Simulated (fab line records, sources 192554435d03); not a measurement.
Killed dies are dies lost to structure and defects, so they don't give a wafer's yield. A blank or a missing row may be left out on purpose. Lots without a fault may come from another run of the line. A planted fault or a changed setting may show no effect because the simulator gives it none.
Chamber matching | flow n5_finfet | N5_BEOL_M7_DEP_56 on pecvd-01: 3 sister chambers
The step deposits SiCN from 3MS/NH3, target thk 10 nm, time 17.5 s. 6 wafers are shown with their chamber, then 9 later ones without.

WAFERS WITH THEIR CHAMBER
wafer  | chamber | throttle_valve_pct (%) | showerhead_plenum_p_Torr (Torr)
L080.1 | 2       | 8.9                    | 3.654
L080.3 | 1       | 9.4                    | 3.649
L080.6 | 2       | 9.0                    | 3.645
L089.1 | 0       | 9.2                    | 3.648
L089.5 | 1       | 9.3                    | 3.652
L089.6 | 0       | 9.2                    | 3.663

WAFERS WITHOUT THEIR CHAMBER
wafer  | throttle_valve_pct (%) | showerhead_plenum_p_Torr (Torr)
L091.1 | 9.1                    | 3.657
L091.2 | 8.8                    | 3.650
L091.3 | 9.4                    | 3.659
L091.4 | 9.0                    | 3.643
L091.5 | 9.1                    | 3.661
L091.6 | 9.3                    | 3.648
L094.2 | 9.0                    | 3.660
L094.3 | 9.0                    | 3.648
L094.4 | 9.2                    | 3.643

WHICH CHAMBER EACH WENT THROUGH
wafer  | from the rows above     | in truth
L091.1 | can't be placed: 0 or 2 | 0
L091.2 | 2                       | 2
L091.3 | 1                       | 1
L091.4 | 2                       | 2
L091.5 | can't be placed: 0 or 2 | 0
L091.6 | can't be placed: 1 or 0 | 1
L094.2 | can't be placed: 2 or 0 | 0
L094.3 | 2                       | 2
L094.4 | can't be placed: 0 or 1 | 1
Placed correctly: 4 of 9. Can't be placed from these rows: 5 (the true chamber is among the candidates in 5). Placed wrongly: 0.
How it was worked out, from the rows above alone: a wafer's distance from a chamber is the root of the sum, over the readings, of the square of ((its reading less the chamber's mean) divided by the reading's scatter). The wafer belongs to the nearest chamber; if the next one is less than 2 further off, it can't be placed. A chamber's mean is the mean of its shown wafers. The scatter: the root of (the sum of the squares of (reading less its chamber's mean) over the shown wafers, divided by (wafers less chambers)).
